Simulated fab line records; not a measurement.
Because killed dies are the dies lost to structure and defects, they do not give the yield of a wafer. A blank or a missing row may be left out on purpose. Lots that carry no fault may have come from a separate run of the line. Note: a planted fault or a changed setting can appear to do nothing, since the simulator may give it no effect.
fab line records    flow nand-harc
[record] lots = 6  wafers = 18  last-day = 31
route steps=1302 shown A_BLC@1133 A_M0@1137 END@1302
lots with no fault: from the same line, run without faults
start-h: the number of hours between the record's first day and the start of the first shown wafer of the lot    wait-h: how many hours have passed since the lot's step before this one    " the same as in the row above    L1.1+2: a row that stands for several wafers    - no value, or no start given    * or withheld: withheld    < > ~ a bound
route shown NAME@n: a module of which the file shows steps, and the number in the route of the first    usual: the fault-free wafers' mean and standard deviation    same: alike in all rows    chamber/n: place in a boat    sites: readings site by site    _std_site: the standard deviation of these    _edge_site: inner sites' mean taken away from outer sites' mean    radius-mm: how far each site lies from the wafer's centre    mask NAME#n: copy n    behind: the most recent tool/chamber to have shaped the wafer    hold: cause of the lot's hold/its duration in hours/its outcome    device: the transistor (n, p or np) that didn't switch    end of line: the same wafers' tests at the end of the route    where a step has no rows: the recipe by itself    killed: count of dies lost to structure and defects at first sort (not the wafer's yield)    map: the dies of a wafer, with x for killed, . for not killed, _ for no die there
set.NAME: the setting the step ran with; set.NAME@STEP: the setting that earlier step ran with    model.NAME: the simulator's own value behind a step, which no gauge read
certain route steps with their lots: each step a table, each wafer a row
services: the hour from which a tool's chamber was out of use, counted from the record's first day as start-h (under 0 if before that day), plus the number of hours and why
[[steps]]
[step NHARC_A_BLC_CMP_25]
[recipe] t-overpolish-s = 30  target-thk-nm = 150
[usual] motor-current-A = 12.4/1.2  overpolish-run-s = 30.001/0.0088  time-to-endpoint-s = 30.5/2.5
lot.wafer  tool    chamber  start-h  wait-h  motor-current-A  overpolish-run-s  time-to-endpoint-s
L666.4     cmp-04  2        556.54   0.3     11.9             29.998            32.5
L666.6     "       0        "        "       9.8              29.987            31.0
L666.5     "       1        "        "       15.8             29.997            32.5
L669.2     cmp-02  1        593.83   0.5     11.5             30.018            34.4
L669.3     "       3        "        "       12.5             29.999            32.6
L669.5     "       1        "        "       11.8             30.000            34.5
L676.2     cmp-03  1        653.27   0.4     11.7             30.003            29.9
L676.3     "       2        "        "       14.1             29.999            32.3
L676.6     "       1        "        "       11.3             30.000            28.3
L675.4     cmp-04  2        658.98   0.2     12.0             29.992            30.8
L675.1     "       0        "        "       9.5              30.002            27.9
L675.2     "       1        "        "       16.1             29.994            28.0
L681.3     cmp-02  3        702.63   0.3     12.4             30.022            29.3
L681.6     "       3        "        "       12.5             29.991            30.9
L681.5     "       0        "        "       12.5             30.005            35.1
L680.1     cmp-02  1        706.56   0.4     12.3             30.003            35.2
L680.3     "       2        "        "       12.9             30.015            33.9
L680.4     "       0        "        "       11.3             29.995            35.1
[step NHARC_A_BLC_SRD_27]
[step NHARC_A_BLC_INSPECT_28]
[usual] raw-defect-count = 559/140
lot.wafer  tool               chamber  start-h  wait-h  raw-defect-count
L666.4     defect-inspect-01  -        556.92   0.1     504
L666.5     "                  -        "        "       555
L666.6     "                  -        "        "       518
L669.2     defect-inspect-02  -        594.21   0.1     522
L669.3     "                  -        "        "       439
L669.5     "                  -        "        "       549
L676.2     defect-inspect-01  -        653.68   0.1     478
L676.3     "                  -        "        "       651
L676.6     "                  -        "        "       582
L675.1     defect-inspect-02  -        659.41   0.1     411
L675.2     "                  -        "        "       550
L675.4     "                  -        "        "       600
L681.3     defect-inspect-01  -        703.03   0.1     738
L681.5     "                  -        "        "       606
L681.6     "                  -        "        "       636
L680.1     defect-inspect-02  -        706.96   0.1     689
L680.3     "                  -        "        "       568
L680.4     "                  -        "        "       696
[step NHARC_A_M0_DEP_00]
[recipe] target-thk-a = 1500  target-thk-nm = 150  temp-c = withheld  pressure-torr = 5  flow-sccm = 200  rf-w = 600  material = SiOC
[step NHARC_A_M0_DEHYDRATE_01]
[recipe] temp-c = 150  time-s = 120
[step NHARC_A_M0_HMDS_02]
[recipe] time-s = 30
[step NHARC_A_M0_COAT_33]
[recipe] temp-c = 200  time-s = 65
[step NHARC_A_M0_COAT_03]
[recipe] spin-rpm = 1500  resist-thk-nm = 90
[step NHARC_A_M0_SOFTBAKE_04]
[recipe] temp-c = 105  time-s = 55
[step NHARC_A_M0_EBR_05]
[step NHARC_A_M0_EXPOSE_06]
[recipe] na = 1.35  target-cd-nm = 80  dose-mj = 83.25  mask-id = A_M0
[step NHARC_A_M0_PEB_07]
[recipe] peb-temp-c = 100  peb-time-s = 65
[usual] heater-power-total-W = 156.6/0.43
lot.wafer  tool            chamber  start-h  wait-h  heater-power-total-W
L666.4     litho-track-06  0        558.30   0.0     156.0
L666.5     "               0        "        "       156.1
L666.6     "               0        "        "       157.2
L669.2     litho-track-04  0        595.03   0.1     156.0
L669.3     "               0        "        "       156.9
L669.5     "               0        "        "       156.7
L676.2     litho-track-06  0        654.37   0.1     161.1
L676.3     "               0        "        "       161.2
L676.6     "               0        "        "       160.9
L675.1     litho-track-06  0        660.23   0.1     160.9
L675.2     "               0        "        "       161.8
L675.4     "               0        "        "       160.8
L681.3     litho-track-01  0        703.86   0.0     156.3
L681.5     "               0        "        "       156.2
L681.6     "               0        "        "       156.8
L680.1     litho-track-04  0        707.66   0.1     156.7
L680.3     "               0        "        "       156.1
L680.4     "               0        "        "       156.6
[step NHARC_A_M0_DEVELOP_08]
[recipe] develop-time-s = 35  dev-temp-c = 23
[step NHARC_A_M0_CD_MEAS_09]
[recipe] target-cd-nm = 80  landing-energy-ev = 500
[usual] cd-nm = 79.7/0.68
lot.wafer  tool       chamber  start-h  wait-h  cd-nm
L666.4     cd-sem-02  0        558.38   -       79.2
L666.5     "          0        "        "       79.7
L666.6     "          0        "        "       79.7
L669.2     cd-sem-02  0        595.12   -       80.5
L669.3     "          0        "        "       80.0
L669.5     "          0        "        "       79.9
L676.2     cd-sem-03  0        654.45   -       76.9
L676.3     "          0        "        "       77.2
L676.6     "          0        "        "       77.0
L675.1     cd-sem-02  0        660.31   -       77.6
L675.2     "          0        "        "       77.2
L675.4     "          0        "        "       76.5
L681.3     cd-sem-01  0        703.94   -       78.8
L681.5     "          0        "        "       79.4
L681.6     "          0        "        "       79.5
L680.1     cd-sem-02  0        707.74   -       79.6
L680.3     "          0        "        "       79.6
L680.4     "          0        "        "       79.8
[step NHARC_A_M0_OVL_MEAS_10]
[recipe] pitch-nm = 160
[usual] overlay-x-nm = 0.1/0.87  overlay-y-nm = 0.2/0.93
lot.wafer  tool        chamber  start-h  wait-h  overlay-x-nm  overlay-y-nm
L666.4     overlay-02  -        558.46   -       -0.1          0.5
L666.5     "           -        "        "       0.1           0.8
L666.6     "           -        "        "       -0.7          0.3
L669.2     overlay-01  -        595.21   -       0.8           0.3
L669.3     "           -        "        "       0.3           0.0
L669.5     "           -        "        "       0.4           0.0
L676.2     overlay-02  -        654.54   -       2.9           1.5
L676.3     "           -        "        "       2.3           1.4
L676.6     "           -        "        "       2.4           1.4
L675.1     overlay-02  -        660.40   -       -0.2          1.5
L675.2     "           -        "        "       0.0           1.5
L675.4     "           -        "        "       0.3           1.7
L681.3     overlay-02  -        704.03   -       -0.1          -0.6
L681.5     "           -        "        "       -0.6          -1.0
L681.6     "           -        "        "       -0.8          -0.9
L680.1     overlay-01  -        707.83   -       -0.9          -0.5
L680.3     "           -        "        "       -0.8          -0.4
L680.4     "           -        "        "       -1.4          -1.0
[step NHARC_A_M0_INSPECT_11]
[usual] raw-defect-count = 86/38
lot.wafer  tool               chamber  start-h  wait-h  raw-defect-count
L666.4     defect-inspect-02  -        558.50   0.0     86
L666.5     "                  -        "        "       57
L666.6     "                  -        "        "       81
L669.2     defect-inspect-02  -        595.25   0.0     126
L669.3     "                  -        "        "       107
L669.5     "                  -        "        "       115
L676.2     defect-inspect-01  -        654.58   0.0     71
L676.3     "                  -        "        "       63
L676.6     "                  -        "        "       80
L675.1     defect-inspect-01  -        660.44   0.0     56
L675.2     "                  -        "        "       58
L675.4     "                  -        "        "       52
L681.3     defect-inspect-01  -        704.06   0.0     66
L681.5     "                  -        "        "       77
L681.6     "                  -        "        "       69
L680.1     defect-inspect-01  -        707.86   0.0     152
L680.3     "                  -        "        "       157
L680.4     "                  -        "        "       172
[step NHARC_A_M0_DESCUM_14]
[recipe] time-s = 3  o2-flow-sccm = 200  ar-flow-sccm = 0  bias-power-w = 0  chemistry = O2
[usual] drypump-motor-current-A = 6.0/0.44  oes-product-au = 0.994/0.012  rf-vpp-V = 57.6/0.86  showerhead-plenum-p-Torr = 1.88/0.073  throttle-valve-pct = 11.312/0.0096
lot.wafer  tool         chamber  start-h  wait-h  drypump-motor-current-A  oes-product-au  rf-hours-counter-h  rf-vpp-V  showerhead-plenum-p-Torr  throttle-valve-pct  model.A_M0.cd-nm
L666.4     rie-diel-07  3        558.58   0.1     6.0                      0.992           4.3                 58.9      1.96                      11.318              78.89
L666.6     "            0        "        "       6.8                      1.001           -                   57.8      1.91                      11.309              80.07
L666.5     "            1        "        "       6.0                      0.974           -                   57.4      1.83                      11.321              79.67
L669.2     rie-diel-13  3        595.31   0.1     5.9                      0.992           3.2                 59.0      1.80                      11.315              79.94
L669.3     "            0        "        "       6.1                      1.004           4.2                 55.9      1.82                      11.309              80.18
L669.5     "            3        "        "       5.9                      1.000           -                   56.8      1.80                      11.309              79.5
L676.2     rie-diel-13  0        654.65   0.1     6.1                      1.014           7.5                 57.1      1.82                      11.312              77.88
L676.3     "            1        "        "       5.6                      1.008           8.9                 59.9      2.00                      11.312              77.02
L676.6     "            3        "        "       5.9                      0.993           -                   56.8      1.80                      11.318              77.5
L675.2     rie-diel-07  2        660.50   0.1     6.0                      0.986           0                   57.2      1.77                      11.317              77.54
L675.4     "            3        "        "       6.0                      1.005           0                   57.8      1.96                      11.326              76.91
L675.1     "            0        "        "       6.8                      0.988           0                   57.6      1.91                      11.312              77.4
L681.3     rie-diel-07  3        704.12   0.1     6.0                      0.994           3.9                 56.5      1.96                      11.309              78.95
L681.6     "            3        "        "       6.0                      0.998           -                   58.1      1.96                      11.308              79.53
L681.5     "            0        "        "       6.8                      0.985           -                   56.7      1.91                      11.322              79.65
L680.3     rie-diel-07  3        707.93   0.1     6.0                      0.990           4.0                 57.8      1.96                      11.313              80.15
L680.1     "            0        "        "       6.8                      0.987           3.9                 58.1      1.91                      11.289              80.2
L680.4     "            1        "        "       5.9                      0.975           3.9                 58.4      1.82                      11.327              79.78
[step NHARC_A_M0_ETCH_34]
[recipe] target-depth-a = 400  overetch-a = 120  time-s = 43.94  ion-energy-ev = 200  n2-flow-sccm = 150  h2-flow-sccm = 150  ar-flow-sccm = 0  rf-w = 400  bias-w = 150  chemistry = N2/H2
[usual] drypump-motor-current-A = 5.9/0.43  oes-product-au = 0.994/0.011  rf-vpp-V = 429.5/2.5  showerhead-plenum-p-Torr = 2.00/0.081  throttle-valve-pct = 14.171/0.0094
lot.wafer  tool         chamber  start-h  wait-h  drypump-motor-current-A  oes-product-au  rf-hours-counter-h  rf-vpp-V  showerhead-plenum-p-Torr  throttle-valve-pct
L666.4     rie-diel-07  0        558.66   0.1     6.8                      0.996           4.5                 431.3     2.04                      14.161
L666.5     "            2        "        "       6.0                      0.985           -                   425.8     1.89                      14.171
L666.6     "            3        "        "       6.0                      0.998           -                   432.1     2.10                      14.165
L669.3     rie-diel-13  2        595.39   0.1     5.2                      1.028           3.5                 425.8     1.88                      14.169
L669.2     "            3        "        "       5.9                      0.994           3.2                 426.0     1.92                      14.171
L669.5     "            2        "        "       5.2                      1.019           -                   427.1     1.88                      14.184
L676.3     rie-diel-13  0        654.72   0.1     6.2                      0.991           7.5                 427.4     1.93                      14.165
L676.2     "            3        "        "       5.9                      0.992           5.9                 427.2     1.92                      14.157
L676.6     "            0        "        "       6.2                      0.994           -                   426.0     1.94                      14.177
L675.4     rie-diel-07  1        660.59   0.1     5.9                      0.986           0.0                 427.0     1.94                      14.168
L675.2     "            3        "        "       6.0                      0.998           0.0                 431.8     2.10                      14.171
L675.1     "            0        "        "       6.8                      0.988           0.0                 430.8     2.03                      14.181
L681.3     rie-diel-07  3        704.21   0.1     6.0                      0.990           3.9                 431.6     2.09                      14.185
L681.6     "            2        "        "       6.0                      0.985           -                   426.3     1.88                      14.168
L681.5     "            3        "        "       6.0                      0.988           -                   430.8     2.09                      14.154
L680.4     rie-diel-07  2        708.01   0.1     6.0                      0.993           4.0                 426.0     1.88                      14.163
L680.3     "            3        "        "       6.0                      1.008           4.0                 432.3     2.09                      14.167
L680.1     "            1        "        "       5.9                      0.990           3.9                 425.7     1.94                      14.168
[step NHARC_A_M0_ETCH_15]
[recipe] target-depth-a = 1500  overetch-a = 150  time-s = 82.5  c4f8-flow-sccm = withheld  ar-flow-sccm = 400  rf-w = 600  bias-w = 300  chemistry = C4F8/Ar
[usual] oes-product-au = 0.949/0.024  rf-vpp-V = 439.9/2.4
lot.wafer  tool         chamber  start-h  wait-h  oes-product-au  rf-hours-counter-h  rf-vpp-V  model.A_M0.cd-nm
L666.4     rie-diel-07  3        -        -       0.921           4.3                 441.9     78.92
L666.5     "            1        "        "       0.902           -                   439.1     79.58
L666.6     "            2        "        "       0.909           -                   437.6     79.78
L669.3     rie-diel-13  0        -        -       0.982           4.2                 437.0     80.09
L669.2     "            2        "        "       0.979           3.6                 435.4     79.84
L669.5     "            0        "        "       0.978           -                   437.9     79.32
L676.2     rie-diel-13  0        -        -       0.984           7.6                 438.5     78.39
L676.3     "            1        "        "       0.966           8.9                 442.7     77.04
L676.6     "            0        "        "       0.984           -                   438.4     77.61
L675.1     rie-diel-07  2        -        -       0.957           0.0                 436.7     77.5
L675.2     "            3        "        "       0.972           0.0                 441.0     77.62
L675.4     "            0        "        "       0.968           0.0                 439.4     77.02
L681.3     rie-diel-07  1        -        -       0.953           3.9                 438.6     78.41
L681.5     "            3        "        "       0.965           -                   443.1     79.42
L681.6     "            0        "        "       0.962           -                   440.7     78.65
L680.1     rie-diel-07  2        -        -       0.921           4.0                 437.0     80.2
L680.4     "            3        "        "       0.932           4.0                 442.6     79.58
L680.3     "            0        "        "       0.915           3.9                 439.8     79.72
[step NHARC_A_M0_CD_MEAS_16]
[usual] cd-nm = 79.6/0.85
lot.wafer  tool       chamber  start-h  wait-h  cd-nm
L666.4     cd-sem-01  -        558.87   -       79.0
L666.5     "          -        "        "       79.5
L666.6     "          -        "        "       80.0
L669.2     cd-sem-03  -        595.61   -       79.6
L669.3     "          -        "        "       80.4
L669.5     "          -        "        "       79.3
L676.2     cd-sem-03  -        654.94   -       78.4
L676.3     "          -        "        "       77.0
L676.6     "          -        "        "       77.7
L675.1     cd-sem-02  -        660.80   -       77.4
L675.2     "          -        "        "       77.6
L675.4     "          -        "        "       77.0
L681.3     cd-sem-02  -        704.43   -       78.3
L681.5     "          -        "        "       79.3
L681.6     "          -        "        "       78.9
L680.1     cd-sem-01  -        708.22   -       80.4
L680.3     "          -        "        "       79.8
L680.4     "          -        "        "       79.6
[step NHARC_END_SORT_01]
[recipe] temp-c = 25
[usual] defect-limited-yield = 91.4/2.7  killed-at-array = 53/19  killed-at-other = 0.7/1.1  killed-at-periphery = 4.2/2.7  killed-dies = 58/18  killed-open = 3.1/1.9  killed-short = 2.5/1.6  sort_bin_2_pct = 3.0/1.2  sort_bin_3_pct = 0.7/0.41  sort_bin_4_pct = 4.9/1.5  sort-n-pass = 619/18  sort-rim-yield-pct = 90/4.1  sort-yield-pct = 91.4/2.7
[same] gross-dies = 677  sort_bin_5_pct[%] = 0  sort_bin_6_pct[%] = 0  sort_bin_7_pct[%] = 0  sort_bin_8_pct[%] = 0  sort-rim-n-gross = 106.00
lot.wafer  tool       chamber  start-h  wait-h  defect-limited-yield[%]  killed-at-array  killed-at-other  killed-at-periphery  killed-dies  killed-open  killed-short  sort_bin_2_pct[%]  sort_bin_3_pct[%]  sort_bin_4_pct[%]  sort-n-pass  sort-rim-yield-pct[%]  sort-yield-pct[%]
L666.4     prober-01  0        598.67   3.4     92.6                     46               0                4                    50           7            1             3.8                0.4                3.1                627          89                     92.6
L666.5     prober-01  0        599.47   3.7     94.5                     35               0                2                    37           3            2             2.1                0.1                3.2                640          92                     94.5
L666.6     prober-01  0        600.27   4.0     91.9                     52               0                3                    55           3            0             2.5                0.4                5.2                622          89                     91.9
L676.2     prober-02  0        692.13   2.8     95.1                     30               1                2                    33           0            1             1.9                0.1                2.8                644          90                     95.1
L676.3     prober-02  0        692.93   3.1     93.8                     40               1                1                    42           3            3             1.9                0.6                3.7                635          91                     93.8
L676.6     prober-02  0        695.31   4.0     94.1                     38               0                2                    40           3            2             2.4                0.3                3.2                637          91                     94.1
// killed by level:class
L666.4 A_SLIT:chamber-film-flake=20 A_CHANNEL_HOLE_D2:chamber-film-flake=8 A_CHANNEL_HOLE_D1:chamber-film-flake=3 A_CONTACT:chamber-film-flake=3 A_ONON_D2:geometric-particle:open=2 A_SGD_CUT:geometric-particle:open=2 P_GATE:geometric-particle:open=1 P_M0:geometric-particle:short=1
L666.5 A_SLIT:chamber-film-flake=18 A_CHANNEL_HOLE_D2:chamber-film-flake=6 A_CONTACT:chamber-film-flake=4 A_DECK1_JOINT:geometric-particle:short=1 A_DECK1_JOINT:geometric-particle:open=1 A_SGD_CUT:geometric-particle:short=1 A_CONTACT:geometric-particle:open=1 A_M0:geometric-particle:open=1
L666.6 A_SLIT:chamber-film-flake=29 A_CHANNEL_HOLE_D2:chamber-film-flake=13 A_CONTACT:chamber-film-flake=3 A_CHANNEL_HOLE_D1:chamber-film-flake=2 P_STI:geometric-particle:open=1 A_WL_FILL:geometric-particle:open=1 A_M0:geometric-particle:open=1 P_ZERO_WELL:chamber-film-flake=1
L676.2 A_CHANNEL_HOLE_D1:chamber-film-flake=19 A_CONTACT:chamber-film-flake=3 A_ZERO_WELL:chamber-film-flake=2 A_DECK1_JOINT:chamber-film-flake=2 A_SGD_CUT:chamber-film-flake=2 P_M1:geometric-particle:short=1 P_M2:chamber-film-flake=1 A_STAIRCASE:chamber-film-flake=1
L676.3 A_CHANNEL_HOLE_D1:chamber-film-flake=20 A_SLIT:chamber-film-flake=4 A_STAIRCASE:chamber-film-flake=3 A_WL_FILL:chamber-film-flake=3 A_CONTACT:chamber-film-flake=3 P_M0:geometric-particle:short=1 A_SOURCE_PLATE:geometric-particle:short=1 A_SOURCE_PLATE:geometric-particle:open=1
L676.6 A_CHANNEL_HOLE_D1:chamber-film-flake=18 A_SLIT:chamber-film-flake=4 A_CONTACT:chamber-film-flake=4 A_STAIRCASE:chamber-film-flake=3 A_ZERO_WELL:chamber-film-flake=2 P_M0:geometric-particle:short=1 A_CHANNEL_HOLE_D1:geometric-particle:short=1 A_CHANNEL_FILL_D2:geometric-particle:open=1
[[services]]
tool            chamber  start-h  hours  kind
cmp-02          -        544.86   1.8    repair
litho-track-04  -        553.00   7.0    pm
rie-diel-07     0        554.08   -      clean
rie-diel-07     1        554.08   -      clean
rie-diel-07     2        554.08   -      clean
rie-diel-07     3        554.08   -      clean
cmp-02          -        572.45   0.7    repair
cmp-03          -        592.69   4.0    pm
cmp-04          -        601.00   4.0    pm
cmp-03          -        612.47   5.0    repair
cmp-02          -        624.56   4.0    pm
rie-diel-13     3        634.54   6.0    repair
rie-diel-07     1        635.08   4.8    repair
rie-diel-07     1        643.94   14.1   repair
cmp-02          -        646.20   1.6    repair
rie-diel-07     -        648.58   9.0    pm
rie-diel-13     0        676.70   3.4    repair
litho-track-01  -        680.00   7.0    pm
cmp-02          -        686.12   1.7    repair
cmp-03          -        690.69   4.0    pm
rie-diel-13     -        696.01   9.0    pm
cmp-02          -        698.57   1.7    repair
cmp-04          -        699.00   4.0    pm
litho-track-06  -        704.00   7.0    pm
[[key]]
[first-sign] step = NHARC_A_M0_PEB_07  reading = heater-power-total-W  direction = up  sigmas = 11  usual = *  struck = *
[effect] step = NHARC_A_M0_CD_MEAS_09  reading = cd-nm  direction = down  sigmas = 3.8  usual = 79.7  struck = 77.1
[effect] step = NHARC_A_M0_CD_MEAS_16  reading = cd-nm  direction = down  sigmas = 2.4  usual = 79.6  struck = 77.5
[model-effect] step = NHARC_A_M0_DESCUM_14  value = A_M0.cd-nm  without = 79.51  struck = 77.38
[model-effect] step = NHARC_A_M0_ETCH_15  value = A_M0.cd-nm  without = 79.67  struck = 77.53
met-at NHARC_A_M0_PEB_07
struck-wafers L675.1,L675.2,L675.4,L676.2,L676.3,L676.6
onset-between 558.30 654.37
[fault] kind = process-parameter-drift  tool = litho-track-06  chamber = -  onset-h = 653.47  steps = NHARC_A_M0_PEB_07  channel = peb-time-s  offset = *  shape = step  end-h = 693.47  acts-in = *  stated = *
